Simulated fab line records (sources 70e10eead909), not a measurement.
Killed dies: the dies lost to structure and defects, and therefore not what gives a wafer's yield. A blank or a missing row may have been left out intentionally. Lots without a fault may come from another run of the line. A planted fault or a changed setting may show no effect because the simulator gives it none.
Comparing a struck lot with a sound one ; flow nand_harc ; 15 out of 1302 route steps
Sound: wafers L812.1, L812.3, L812.4. Wafers L817.2, L817.4, L817.6 were the ones struck. The cause comes at the end.
Order at every step that has rows: each side's tool, ch and its chambers, its first start. Under that, the readings that differ: sound wafers ; struck wafers ; difference of the means ; sigmas: that difference in standard deviations of wafers without a fault.
alike: words and numbers the same on both sides, and readings whose means are apart by under 2 such deviations; not compared: readings that were withheld, readings missing a value for some wafer, numbers with overlapping values and no deviation given by the record, and bounds like >300 which may hide the same value.
A row with sigmas, a row that says differs or no value, or rows on one side alone: a step with any of these is where the two part. Numbers that have no deviation but don't overlap get no sigmas and don't part them. A reading that every wafer of one side lacks parts them only if that side has two wafers or more.

NHARC_A_CHANNEL_HOLE_D2_ETCH_19: etches the open film in C4F8/O2/Ar, time 34.5 s.
  sound on har_etch-02 ch 1, day 15 03:46; struck on har_etch-02 ch 0, day 17 16:14
  alike: bias_v, drypump_motor_current_A, showerhead_plenum_p_Torr, throttle_valve_pct
  not compared: rf_hours_counter_h
then, 2 steps without rows for these wafers: NHARC_A_CHANNEL_HOLE_D2_ETCH_20 (etches the open film in C4F8/O2/Ar, time 361.9 s, target depth 1600 nm); NHARC_A_CHANNEL_HOLE_D2_ETCH_21 (etches the open film in C4F8/O2/Ar, time 514.3 s, target depth 1600 nm).
NHARC_A_CHANNEL_HOLE_D2_ETCH_22: etches the open film in C4F8/O2/Ar, time 666.7 s, target depth 1600 nm.
  sound on har_etch-02 ch 1, day 15 05:30; struck on har_etch-02 ch 0, day 17 17:11
  alike: drypump_motor_current_A, showerhead_plenum_p_Torr, throttle_valve_pct
  not compared: rf_hours_counter_h
then, 1 step without rows for these wafers: NHARC_A_CHANNEL_HOLE_D2_ETCH_23 (etches the open film in C4F8/O2/Ar, time 819 s, target depth 1600 nm).
NHARC_A_CHANNEL_HOLE_D2_ETCH_24: etches the open film in C4F8/O2/Ar, time 906.2 s, target depth 1500 nm.
  sound on har_etch-02 ch 1, day 15 08:01; struck on har_etch-02 ch 0, day 17 18:29
  alike: drypump_motor_current_A, showerhead_plenum_p_Torr, throttle_valve_pct
  not compared: rf_hours_counter_h
then, 1 step without rows for these wafers: NHARC_A_CHANNEL_HOLE_D2_ETCH_25 (etches the open film in C4F8/O2/Ar, time 1040.2 s, target depth 1500 nm).
NHARC_A_CHANNEL_HOLE_D2_ETCH_26: etches the open film in C4F8/O2/Ar, time 224.1 s, target depth 300 nm.
  sound on har_etch-02 ch 1, day 15 11:16; struck on har_etch-02 ch 0, day 17 20:02
  alike: bias_v, drypump_motor_current_A, showerhead_plenum_p_Torr, throttle_valve_pct
  not compared: rf_hours_counter_h
NHARC_A_CHANNEL_HOLE_D2_ETCH_27: etches the open film in C4F8/O2/Ar, time 90 s, target depth 400 nm.
  sound on har_etch-02 ch 1, day 15 11:40; struck on har_etch-02 ch 0, day 17 20:13
  alike: bias_v, drypump_motor_current_A, showerhead_plenum_p_Torr, throttle_valve_pct
  not compared: rf_hours_counter_h
then, 3 steps without rows for these wafers: NHARC_A_CHANNEL_HOLE_D2_STRIP_41 (strips in N2/H2); NHARC_A_CHANNEL_HOLE_D2_STRIP_42 (strips in CF4/CHF3); NHARC_A_CHANNEL_HOLE_D2_STRIP_43 (strips in O2/COS).
NHARC_A_CHANNEL_HOLE_D2_ETCH_44: etches the open film in CF4/O2, target depth 140 nm, overetch 14 nm, time 77 s.
  sound on rie_diel-12 ch 1,2,3, day 15 12:36; struck on rie_diel-05 ch 0,2, day 17 20:57
reading;sound;struck;difference;sigmas
oes_product_au (a.u.);0.997 0.998 0.979;0.916 0.911 0.924;-0.074;-6
  alike: drypump_motor_current_A, rf_vpp_V, showerhead_plenum_p_Torr, throttle_valve_pct
  not compared: rf_hours_counter_h
then, 1 step without rows for these wafers: NHARC_A_CHANNEL_HOLE_D2_STRIP_28 (strips in O2).
-- record jumps: 11 days between struck wafers' starts before vs after; left off in module A_CHANNEL_HOLE_D2, resumes in module END, first step shown is number 1302 of the route --
NHARC_END_SORT_01:
  at this point the record logs the struck wafers (prober-02 ch 0, day 28 12:52) and has no rows for the sound ones

## WHERE THEY PART
First at NHARC_A_CHANNEL_HOLE_D2_ETCH_44; last, within this record, at NHARC_END_SORT_01.

WHY: the cause the simulator had injected
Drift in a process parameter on rie_diel-05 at NHARC_A_CHANNEL_HOLE_D2_ETCH_44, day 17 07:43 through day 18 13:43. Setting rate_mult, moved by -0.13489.
